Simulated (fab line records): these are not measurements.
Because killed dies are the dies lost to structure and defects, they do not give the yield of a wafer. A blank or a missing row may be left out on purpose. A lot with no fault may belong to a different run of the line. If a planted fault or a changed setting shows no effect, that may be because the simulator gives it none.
Matching of chambers + flow n5-finfet + pecvd-02 running N5_PMOS_HMC_CHANNEL_EPI_HM_DEP_34: 3 sister chambers
The step deposits SiO2 from TEOS/O2, target thk 36 nm, time 6.9 s. 14 wafers are shown with their chamber, then 7 later ones without.

== EACH WAFER AND ITS CHAMBER ==
| wafer  | chamber | throttle-valve-pct (%) | heater-power-w (W) | heater-power-outer-w (W) |
|--------|---------|------------------------|--------------------|--------------------------|
| L078.3 | 1       | 18.1                   | 409                | 210                      |
| L078.5 | 1       | 18.0                   | 401                | 211                      |
| L078.6 | 0       | 19.1                   | 603                | 380                      |
| L080.3 | 0       | 19.2                   | 620                | 402                      |
| L080.5 | 2       | 17.5                   | 601                | 356                      |
| L080.6 | 0       | 19.0                   | 632                | 406                      |
| L081.1 | 1       | 18.1                   | 450                | 243                      |
| L081.3 | 2       | 17.6                   | 601                | 352                      |
| L081.5 | 1       | 18.1                   | 435                | 241                      |
| L085.1 | 0       | 18.9                   | 593                | 378                      |
| L085.5 | 1       | 18.1                   | 451                | 247                      |
| L085.6 | 0       | 18.8                   | 599                | 375                      |
| L087.1 | 2       | 17.5                   | 607                | 367                      |
| L087.3 | 1       | 18.1                   | 413                | 206                      |

SIGNATURES (means of the wafers above)
| reading              | chamber 0 | chamber 1 | chamber 2 | scatter within a chamber |
|----------------------|-----------|-----------|-----------|--------------------------|
| throttle-valve-pct   | 19.000    | 18.083    | 17.533    | 0.102                    |
| heater-power-w       | 609.40    | 426.50    | 603.00    | 17.7                     |
| heater-power-outer-w | 388.20    | 226.33    | 358.33    | 16                       |
Rule: a wafer lies at a distance from a chamber equal to the root of the sum of squares, over the readings, of (its reading less the chamber's mean, divided by the reading's scatter). The wafer belongs to the nearest chamber; if the next one is less than 2 further off, it can't be placed. The scatter: take each reading less its chamber's mean, square it, sum over the shown wafers, divide by the number of wafers less the number of chambers, and take the root.

== WAFERS WHOSE CHAMBER IS MISSING ==
| wafer  | throttle-valve-pct (%) | heater-power-w (W) | heater-power-outer-w (W) |
|--------|------------------------|--------------------|--------------------------|
| L087.5 | 18.0                   | 406                | 211                      |
| L095.3 | 17.9                   | 374                | 195                      |
| L095.4 | 18.1                   | 389                | 192                      |
| L095.5 | 19.1                   | 675                | 450                      |
| L096.3 | 17.6                   | 508                | 295                      |
| L096.4 | 19.2                   | 707                | 459                      |
| L096.5 | 18.8                   | 684                | 459                      |

== CHAMBER TAKEN BY EACH ==
| wafer  | from the rows above     | in truth |
|--------|-------------------------|----------|
| L087.5 | 1                       | 1        |
| L095.3 | 1                       | 1        |
| L095.4 | 1                       | 1        |
| L095.5 | 0                       | 0        |
| L096.3 | can't be placed: 2 or 1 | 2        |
| L096.4 | 0                       | 0        |
| L096.5 | 0                       | 0        |
Placed correctly: 6 of 7. These rows do not allow placing 1 (true chamber among the candidates in 1). 0 placed wrongly.
